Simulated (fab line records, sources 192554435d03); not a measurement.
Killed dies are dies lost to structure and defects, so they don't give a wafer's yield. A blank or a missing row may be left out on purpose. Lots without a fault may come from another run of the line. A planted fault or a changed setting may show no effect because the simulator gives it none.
fab line records | flow n5_finfet
record lots=5 wafers=15 last_day=17
route steps=1938 shown BEOL_M0_SAQP@662 BEOL_M4@1111 PASSIVATION@1936
lots that met no fault: from a run of the same line without faults
start_h: hours from the record's first day to the start of the lot's first wafer shown | wait_h: hours since the lot's step before | " the same as in the row above | L1.1+2: a row that stands for several wafers | - no value, or no start given | * or withheld: withheld | < > ~ a bound
route shown NAME@n: a module of which the file shows steps, and the number in the route of the first | usual: mean/standard deviation of fault-free wafers | same: alike in all rows | chamber/n: place in a boat | sites: the reading at each site | _std_site: their standard deviation | _edge_site: outer sites' mean less inner sites' | radius_mm: how far each site lies from the wafer's centre | mask NAME#n: copy n | behind: the tool/chamber that last shaped the wafer | hold: why the lot was held/for how many hours/how that ended | device: the transistor (n, p or np) that didn't switch | end of line: the same wafers' tests at the end of the route | a step without rows: its recipe alone | killed: dies lost to structure and defects at the first sort, not the wafer's yield | map: a wafer's dies, x killed, . not, _ none there
set.NAME: the setting as run; set.NAME@STEP: as run at that earlier step | model.NAME: the simulator's own value behind a step, which no gauge read
lots at some steps of the route; a table a step, a row a wafer
services: from which hour (start_h, from the record's first day; less than 0 if before it) a tool's chamber was out of use, for how many hours, and why
## steps
# step N5_BEOL_M0_SAQP_RECESS_114
# recipe chemistry=HF/NH3 target=SiO2 target_depth_a=144 afs_cycles=3 temp_c=30 sublimation_temp_c=180 sublimation_time_s=60
# step N5_BEOL_M0_SAQP_SPACER1_ALD_98
# recipe material=SiO2 target_thk_a=128 temp_c=300 ald_precursor_family=BDEAS ald_co_reactant=O2-plasma pulse_time_s=1 purge_time_s=2 co_reactant_purge_time_s=2 ald_cycles=138 pressure_torr=2
# step N5_BEOL_M0_SAQP_SPACER1_ETCHBACK_99
# recipe chemistry=CHF3/O2 mode=anisotropic_etchback target=SiO2 target_depth_a=154 time_s=7.7 pressure_mtorr=30 source_w=650 bias_w=170 Ar_flow_sccm=200 CHF3_flow_sccm=50 O2_flow_sccm=5 ion_energy_ev=200
# step N5_BEOL_M0_SAQP_MANDREL1_REMOVE_100
# recipe chemistry=HBr/Cl2/O2 bt_time_s=10 target=a-Si stop_on=SiNx endpoint=OES-SiCl over_etch_frac=0.85 icp_w=600 bias_w=30 HBr_flow_sccm=150 Cl2_flow_sccm=80 O2_flow_sccm=5 pressure_mtorr=10
# step N5_BEOL_M0_SAQP_ETCH_101
# recipe chemistry=CH3F/O2 target=SiNx mask_material=SiO2 target_depth_a=299 time_s=42.7 pressure_mtorr=30 source_w=395 bias_w=73 Ar_flow_sccm=150 CH3F_flow_sccm=30 O2_flow_sccm=20 ion_energy_ev=120
# step N5_BEOL_M0_SAQP_ETCH_102
# recipe chemistry=CF4 target=SiO2 target_depth_a=40 ion_energy_ev=350 time_s=4.4 pressure_mtorr=10 icp_w=800 bias_w=400 cf4_flow_sccm=80
# step N5_BEOL_M0_SAQP_MANDREL_ETCH_103
# recipe chemistry=HBr/Cl2 target=a-Si target_depth_a=450 bt_time_s=10 stop_on=SiCN mask_material=SiO2 over_etch_frac=0.8 time_s=27 pressure_mtorr=10 icp_w=800 bias_w=75 HBr_flow_sccm=150 Cl2_flow_sccm=80 ends=end_point
# step N5_BEOL_M0_SAQP_RECESS_104
# recipe chemistry=HF/NH3 target=SiO2 target_depth_a=180 afs_cycles=3 temp_c=30 sublimation_temp_c=180 sublimation_time_s=60
# step N5_BEOL_M0_SAQP_COAT_105
# recipe resist=SOC temp_c=250 time_s=60 spin_rpm=1500 resist_thk_nm=100
# step N5_BEOL_M0_SAQP_ETCH_106
# recipe chemistry=N2/H2 target=SOC target_depth_a=1500 stop_on=SiNx ion_energy_ev=100 bias_w=61 pressure_mtorr=30 source_w=850 n2_flow_sccm=200 h2_flow_sccm=200
# step N5_BEOL_M0_SAQP_ETCH_107
# recipe chemistry=CH3F/O2 target=SiNx target_depth_a=300 mask_material=SOC pressure_mtorr=30 source_w=395 bias_w=73 Ar_flow_sccm=150 CH3F_flow_sccm=30 O2_flow_sccm=20 ion_energy_ev=120
# step N5_BEOL_M0_SAQP_STRIP_108
# recipe chemistry=N2/H2 power_w=500 temp_c=40 pressure_mtorr=50 rf_frequency_hz=6e+07 overash_fraction=0.3 bias_power_w=28 h2_frac=0.5 n2_flow_sccm=300 h2_flow_sccm=300
# usual bias_power_w=28.01/0.089 chamber_pressure_mTorr=50.00/0.043 drypump_motor_current_A=5.8/0.5 oes_product_au=0.76/0.065 rf_fwd_power_W=490.9/2.7 rf_vpp_V=122.0/1.1 showerhead_plenum_p_Torr=3.39/0.097 throttle_valve_pct=19.0/0.41
# columns lot.wafer tool chamber start_h wait_h bias_power_w chamber_pressure_mTorr drypump_motor_current_A oes_product_au rf_fwd_power_W rf_hours_counter_h rf_vpp_V showerhead_plenum_p_Torr throttle_valve_pct model.SOC_of_BEOL_M0_SAQP_COAT_105.thk_nm
L747.2 rie_diel-03 3 139.65 0.0 28.00 49.98 6.4 0.87 488.4 54 120.6 3.27 18.5 0
L747.4 " 2 " " 28.00 50.02 4.7 0.77 490.3 140 121.9 3.50 19.0 0
L747.5 " 1 " " 27.90 49.98 6.1 0.74 489.5 - 122.8 3.48 18.9 0
L750.3 rie_diel-04 0 162.84 0.0 - - - - - - - - - 14.2
L750.4 " 3 " " - - - - - - - - - 12.8
L750.5 " 1 " " - - - - - - - - - 13.4
L751.4 rie_diel-01 1 165.91 0.0 - - - - - - - - - 13
L751.5 " 3 " " - - - - - - - - - 8.8
L751.6 " 2 " " - - - - - - - - - 14.4
L752.2 rie_diel-03 0 169.01 0.0 - - - - - - - - - 12.6
L752.3 " 3 " " - - - - - - - - - 8.6
L752.4 " 2 " " - - - - - - - - - 14.8
L760.1 rie_diel-01 0 216.80 0.0 28.14 49.97 6.1 0.93 493.3 9 121.2 3.31 18.2 0
L760.4 " 2 " " 28.01 50.01 5.7 0.75 493.2 174 123.6 3.48 19.0 0
L760.5 " 1 " " 28.01 49.99 6.3 0.71 494.2 - 120.7 3.22 19.3 0
# step N5_BEOL_M0_SAQP_RECESS_109
# recipe chemistry=HF/NH3 target=SiO2 target_depth_a=30 afs_cycles=1 temp_c=30 sublimation_temp_c=180 sublimation_time_s=60
# step N5_BEOL_M4_RC_MEAS_101
# usual DIBL_N=36.0/1.6 DIBL_P=35.8/2 IOFF_N=0.152/0.03 IOFF_P=0.20/0.031 ION_N=670/12 ION_P=459/7.4 SS_N=71.5/0.56 SS_P=73.2/0.64 VT_N=251/3.5 VT_P=-252/3.3
# columns lot.wafer tool chamber start_h wait_h DIBL_N[mV/V] DIBL_P[mV/V] IOFF_N[nA/um] IOFF_P[nA/um] ION_N[uA/um] ION_P[uA/um] SS_N[mV/dec] SS_P[mV/dec] VT_N[mV] VT_P[mV]
L747.2 prober-01 0 238.61 0.2 36.0 36.9 0.158 0.23 674 471 71.4 73.7 249 -247
L747.4 " 0 " " 36.6 37.6 0.160 0.24 669 457 71.3 73.4 250 -247
L747.5 " 0 " " 36.3 38.0 0.149 0.25 656 461 71.5 73.1 254 -248
L760.1 prober-02 0 294.03 0.0 38.4 39.4 0.211 0.26 691 465 71.5 73.6 246 -249
L760.4 " 0 " " 36.8 36.9 0.173 0.21 679 458 71.2 74.0 249 -250
L760.5 " 0 " " 39.4 40.1 0.222 0.27 698 474 72.0 74.7 243 -247
# step N5_PASSIVATION_PROBE_49
# usual defect_limited_yield=91.6/1.4 killed_at_M0_to_M3=33/10 killed_at_M4_up=13/5.3 killed_at_contacts=13/5.9 killed_at_front_end=36/12 killed_at_other=4/3.1 killed_dies=99/16 killed_on_rim=13/4.2 killed_open=65/13 killed_short=32/7.3 sort_bin_5_function=4.9/0.9 sort_bin_6_memory=3.1/0.66 sort_n_pass=1081/17 sort_yield_pct=91.6/1.4
# same gross_dies=1180 killed_at_back_side=0 sort_bin_4_leakage[%]=0 sort_bin_8_speed[%]=0
# columns lot.wafer tool chamber start_h wait_h defect_limited_yield[%] killed_at_M0_to_M3 killed_at_M4_up killed_at_contacts killed_at_front_end killed_at_other killed_dies killed_on_rim killed_open killed_short sort_bin_5_function[%] sort_bin_6_memory[%] sort_n_pass sort_yield_pct[%]
L750.3 prober-01 - 349.45 0.1 0 1119 16 11 29 5 1180 152 66 49 95.8 3.9 0 0
L750.4 prober-01 - 349.50 0.2 0 1127 14 15 22 2 1180 152 73 22 96.9 2.8 0 0
L750.5 prober-01 - 349.55 0.2 0 1128 19 5 26 2 1180 152 57 21 97.9 1.9 0 0
L751.4 prober-01 - 350.17 0.2 0 1089 12 33 45 1 1180 152 85 34 96.1 3.6 0 0
L751.5 prober-01 - 350.22 0.2 0 1104 15 19 39 3 1180 152 64 35 96.4 3.2 0 0
L751.6 prober-01 - 350.27 0.3 0 1125 20 8 27 0 1180 152 55 28 97.6 2.1 0 0
L752.2 prober-02 - 353.41 0.1 0 1129 8 4 36 3 1180 152 63 25 97.4 2.3 0 0
L752.3 prober-02 - 353.46 0.1 0 1130 10 18 22 0 1180 152 50 32 97.4 2.5 0 0
L752.4 prober-02 - 353.51 0.2 0 1121 8 21 26 4 1180 152 52 35 97.3 2.3 0 0
L760.1 prober-01 - 404.28 0.0 93.4 24 12 5 33 4 78 11 53 22 3.5 2.9 1102 93.4
L760.4 prober-01 - 404.43 0.2 93.6 24 9 7 27 8 75 10 46 27 3.7 2.5 1105 93.6
L760.5 prober-01 - 404.48 0.2 94.0 27 9 8 20 7 71 15 45 22 3.1 2.7 1109 94.0
# killed by level:class
L750.3 BEOL_M0_SAQP:area_remove=981 BEOL_M0_SAQP:area_ald=82 BEOL_M0_SAQP:geometric_particle:open=16 BEOL_M0_SAQP:geometric_particle:short=15 MOL_CONTACT_COAG:geometric_particle:open=10 BEOL_M4:geometric_particle:open=7 BEOL_M2:geometric_particle:open=7 BEOL_M1:geometric_particle:open=6
L750.4 BEOL_M0_SAQP:area_remove=1012 BEOL_M0_SAQP:area_ald=71 BEOL_M0_SAQP:geometric_particle:open=12 BEOL_M3:geometric_particle:open=11 MOL_CONTACT_COAG:geometric_particle:open=10 BEOL_M1:geometric_particle:open=8 STI_FIN_REVEAL:geometric_particle:open=6 BEOL_M2:geometric_particle:open=6
L750.5 BEOL_M0_SAQP:area_remove=1018 BEOL_M0_SAQP:area_ald=82 BEOL_M1:geometric_particle:open=11 BEOL_M4:geometric_particle:open=6 MOL_CONTACT_COAG:geometric_particle:open=5 BEOL_M2:geometric_particle:open=5 BEOL_M8:geometric_particle:open=5 STI_FIN_REVEAL:geometric_particle:open=4
L751.4 BEOL_M0_SAQP:area_remove=973 BEOL_M0_SAQP:area_ald=88 MOL_CONTACT_COAG:geometric_particle:open=24 STI_FIN_REVEAL:geometric_particle:open=14 MOL_CONTACT_COAG:geometric_particle:short=9 BEOL_M0_SAQP:geometric_particle:open=8 BEOL_M2:geometric_particle:open=8 GATE_CUT:geometric_particle:short=6
L751.5 BEOL_M0_SAQP:area_remove=1052 BEOL_M0_SAQP:area_ald=29 MOL_CONTACT_COAG:geometric_particle:open=15 FIN_SAQP:geometric_particle:short=11 BEOL_M4:geometric_particle:open=11 STI_FIN_REVEAL:geometric_particle:open=8 BEOL_M0_SAQP:geometric_particle:open=5 BEOL_M3:geometric_particle:open=5
L751.6 BEOL_M0_SAQP:area_remove=999 BEOL_M0_SAQP:area_ald=98 BEOL_M4:geometric_particle:open=9 MOL_CONTACT_COAG:geometric_particle:open=8 BEOL_M0_SAQP:geometric_particle:short=6 BEOL_M0:geometric_particle:short=6 BEOL_M2:geometric_particle:open=6 STI_FIN_REVEAL:geometric_particle:open=5
L752.2 BEOL_M0_SAQP:area_remove=1031 BEOL_M0_SAQP:area_ald=61 BEOL_M0_SAQP:geometric_particle:short=10 FIN_SAQP:geometric_particle:open=9 BEOL_M1:geometric_particle:open=8 STI_FIN_REVEAL:geometric_particle:open=8 DUMMY_GATE:geometric_particle:open=5 BEOL_M2:geometric_particle:open=5
L752.3 BEOL_M0_SAQP:area_remove=1074 BEOL_M0_SAQP:area_ald=23 MOL_CONTACT_COAG:geometric_particle:open=13 BEOL_M0_SAQP:geometric_particle:open=10 BEOL_M0_SAQP:geometric_particle:short=10 FIN_SAQP:geometric_particle:short=5 MOL_CONTACT_COAG:geometric_particle:short=5 STI_FIN_REVEAL:geometric_particle:open=4
L752.4 BEOL_M0_SAQP:area_remove=996 BEOL_M0_SAQP:area_ald=97 MOL_CONTACT_COAG:geometric_particle:open=15 BEOL_M0_SAQP:geometric_particle:open=9 BEOL_M0_SAQP:geometric_particle:short=8 MOL_CONTACT_COAG:geometric_particle:short=6 FIN_SAQP:geometric_particle:open=5 GATE_CUT:geometric_particle:short=4
L760.1 DUMMY_GATE:geometric_particle:open=10 BEOL_M5:geometric_particle:open=7 BEOL_M1:geometric_particle:open=6 BEOL_M3:geometric_particle:open=6 GATE_CUT:geometric_particle:short=5 FIN_SAQP:geometric_particle:open=4 DUMMY_GATE:geometric_particle:short=4 MOL_CONTACT_COAG:geometric_particle:open=4
L760.4 MOL_CONTACT_COAG:geometric_particle:open=7 BEOL_M3:geometric_particle:open=7 BEOL_M0_SAQP:geometric_particle:open=6 ILD0:geometric_particle:short=4 MIM_BOT:geometric_particle:open=4 STARTING-WAFER:geometric_particle:open=4 GATE_CUT:geometric_particle:short=3 BEOL_M0_SAQP:geometric_particle:short=3
L760.5 MOL_CONTACT_COAG:geometric_particle:open=7 BEOL_M1:geometric_particle:open=7 GATE_CUT:geometric_particle:open=6 BEOL_M3:geometric_particle:open=6 BEOL_M0_SAQP:geometric_particle:short=5 MIM_BOT:geometric_particle:short=5 GATE_CUT:geometric_particle:short=3 BEOL_M0_SAQP:geometric_particle:open=3
# map L750.3 (x killed, . not)
_________________xxxxxxxxxxxx________________
______________xxxxxxxxxxxxxxxxxx_____________
___________xxxxxxxxxxxxxxxxxxxxxxxx__________
__________xxxxxxxxxxxxxxxxxxxxxxxxxx_________
________xxxxxxxxxxxxxxxxxxxxxxxxxxxxxx_______
_______xxxxxxxxxxxxxxxxxxxxxxxxxxxxxxxx______
______xxxxxxxxxxxxxxxxxxxxxxxxxxxxxxxxxx_____
_____xxxxxxxxxxxxxxxxxxxxxxxxxxxxxxxxxxxx____
____xxxxxxxxxxxxxxxxxxxxxxxxxxxxxxxxxxxxxx___
___xxxxxxxxxxxxxxxxxxxxxxxxxxxxxxxxxxxxxxxx__
___xxxxxxxxxxxxxxxxxxxxxxxxxxxxxxxxxxxxxxxx__
__xxxxxxxxxxxxxxxxxxxxxxxxxxxxxxxxxxxxxxxxxx_
__xxxxxxxxxxxxxxxxxxxxxxxxxxxxxxxxxxxxxxxxxx_
_xxxxxxxxxxxxxxxxxxxxxxxxxxxxxxxxxxxxxxxxxxxx
_xxxxxxxxxxxxxxxxxxxxxxxxxxxxxxxxxxxxxxxxxxxx
_xxxxxxxxxxxxxxxxxxxxxxxxxxxxxxxxxxxxxxxxxxxx
_xxxxxxxxxxxxxxxxxxxxxxxxxxxxxxxxxxxxxxxxxxxx
_xxxxxxxxxxxxxxxxxxxxxxxxxxxxxxxxxxxxxxxxxxxx
_xxxxxxxxxxxxxxxxxxxxxxxxxxxxxxxxxxxxxxxxxxxx
_xxxxxxxxxxxxxxxxxxxxxxxxxxxxxxxxxxxxxxxxxxxx
_xxxxxxxxxxxxxxxxxxxxxxxxxxxxxxxxxxxxxxxxxxxx
__xxxxxxxxxxxxxxxxxxxxxxxxxxxxxxxxxxxxxxxxxx_
__xxxxxxxxxxxxxxxxxxxxxxxxxxxxxxxxxxxxxxxxxx_
___xxxxxxxxxxxxxxxxxxxxxxxxxxxxxxxxxxxxxxxx__
___xxxxxxxxxxxxxxxxxxxxxxxxxxxxxxxxxxxxxxxx__
____xxxxxxxxxxxxxxxxxxxxxxxxxxxxxxxxxxxxxx___
_____xxxxxxxxxxxxxxxxxxxxxxxxxxxxxxxxxxxx____
______xxxxxxxxxxxxxxxxxxxxxxxxxxxxxxxxxx_____
_______xxxxxxxxxxxxxxxxxxxxxxxxxxxxxxxx______
________xxxxxxxxxxxxxxxxxxxxxxxxxxxxxx_______
__________xxxxxxxxxxxxxxxxxxxxxxxxxx_________
___________xxxxxxxxxxxxxxxxxxxxxxxx__________
______________xxxxxxxxxxxxxxxxxx_____________
_________________xxxxxxxxxxxx________________
# map L751.4 (x killed, . not)
_________________xxxxxxxxxxxx________________
______________xxxxxxxxxxxxxxxxxx_____________
___________xxxxxxxxxxxxxxxxxxxxxxxx__________
__________xxxxxxxxxxxxxxxxxxxxxxxxxx_________
________xxxxxxxxxxxxxxxxxxxxxxxxxxxxxx_______
_______xxxxxxxxxxxxxxxxxxxxxxxxxxxxxxxx______
______xxxxxxxxxxxxxxxxxxxxxxxxxxxxxxxxxx_____
_____xxxxxxxxxxxxxxxxxxxxxxxxxxxxxxxxxxxx____
____xxxxxxxxxxxxxxxxxxxxxxxxxxxxxxxxxxxxxx___
___xxxxxxxxxxxxxxxxxxxxxxxxxxxxxxxxxxxxxxxx__
___xxxxxxxxxxxxxxxxxxxxxxxxxxxxxxxxxxxxxxxx__
__xxxxxxxxxxxxxxxxxxxxxxxxxxxxxxxxxxxxxxxxxx_
__xxxxxxxxxxxxxxxxxxxxxxxxxxxxxxxxxxxxxxxxxx_
_xxxxxxxxxxxxxxxxxxxxxxxxxxxxxxxxxxxxxxxxxxxx
_xxxxxxxxxxxxxxxxxxxxxxxxxxxxxxxxxxxxxxxxxxxx
_xxxxxxxxxxxxxxxxxxxxxxxxxxxxxxxxxxxxxxxxxxxx
_xxxxxxxxxxxxxxxxxxxxxxxxxxxxxxxxxxxxxxxxxxxx
_xxxxxxxxxxxxxxxxxxxxxxxxxxxxxxxxxxxxxxxxxxxx
_xxxxxxxxxxxxxxxxxxxxxxxxxxxxxxxxxxxxxxxxxxxx
_xxxxxxxxxxxxxxxxxxxxxxxxxxxxxxxxxxxxxxxxxxxx
_xxxxxxxxxxxxxxxxxxxxxxxxxxxxxxxxxxxxxxxxxxxx
__xxxxxxxxxxxxxxxxxxxxxxxxxxxxxxxxxxxxxxxxxx_
__xxxxxxxxxxxxxxxxxxxxxxxxxxxxxxxxxxxxxxxxxx_
___xxxxxxxxxxxxxxxxxxxxxxxxxxxxxxxxxxxxxxxx__
___xxxxxxxxxxxxxxxxxxxxxxxxxxxxxxxxxxxxxxxx__
____xxxxxxxxxxxxxxxxxxxxxxxxxxxxxxxxxxxxxx___
_____xxxxxxxxxxxxxxxxxxxxxxxxxxxxxxxxxxxx____
______xxxxxxxxxxxxxxxxxxxxxxxxxxxxxxxxxx_____
_______xxxxxxxxxxxxxxxxxxxxxxxxxxxxxxxx______
________xxxxxxxxxxxxxxxxxxxxxxxxxxxxxx_______
__________xxxxxxxxxxxxxxxxxxxxxxxxxx_________
___________xxxxxxxxxxxxxxxxxxxxxxxx__________
______________xxxxxxxxxxxxxxxxxx_____________
_________________xxxxxxxxxxxx________________
## services
# columns tool chamber start_h hours kind
rie_diel-01 3 139.01 5.3 repair
rie_diel-04 2 153.49 7.9 repair
rie_diel-03 2 154.27 4.0 repair
rie_diel-01 0 162.16 - clean
rie_diel-01 0 162.16 - consumable_replace:focus_ring
rie_diel-01 0 162.16 22.8 scheduled_down
rie_diel-01 0 162.16 22.8 vent_cycle
rie_diel-04 2 172.44 - clean
rie_diel-04 2 172.44 - consumable_replace:focus_ring
rie_diel-04 2 172.44 14.8 scheduled_down
rie_diel-04 2 172.44 14.8 vent_cycle
rie_diel-01 3 175.59 15.8 repair
rie_diel-03 - 179.33 2.8 pm
rie_diel-04 2 200.78 4.9 repair
rie_diel-04 0 210.17 13.3 repair
## key
first_sign step=N5_BEOL_M0_SAQP_STRIP_108 reading=tool_record direction=missing
effect step=N5_PASSIVATION_PROBE_49 reading=killed_at_M0_to_M3 direction=up sigmas=99+ usual=33 struck=1119
model_effect step=N5_BEOL_M0_SAQP_STRIP_108 value=SOC_of_BEOL_M0_SAQP_COAT_105.thk_nm without=0 struck=12.51
more_kills_born_at N5_BEOL_M0_SAQP_MANDREL2_REMOVE_110@rie_si-03=6035 N5_BEOL_M0_SAQP_MANDREL2_REMOVE_110@rie_si-05=3101
met_at N5_BEOL_M0_SAQP_STRIP_108
struck_wafers L750.3,L750.4,L750.5,L751.4,L751.5,L751.6,L752.2,L752.3,L752.4
later_rows_left_out L750.3,L750.4,L750.5,L751.4,L751.5,L751.6,L752.2,L752.3,L752.4
onset_between 139.65 162.84
fault kind=skipped_step_whole tool=rie_diel-01,rie_diel-03,rie_diel-04 chamber=- onset_h=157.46 steps=N5_BEOL_M0_SAQP_STRIP_108 scope=struck_lots_only
# later_rows_left_out: the simulator's readings of these wafers behind a module that went badly wrong aren't trusted and aren't shown, but for the sort
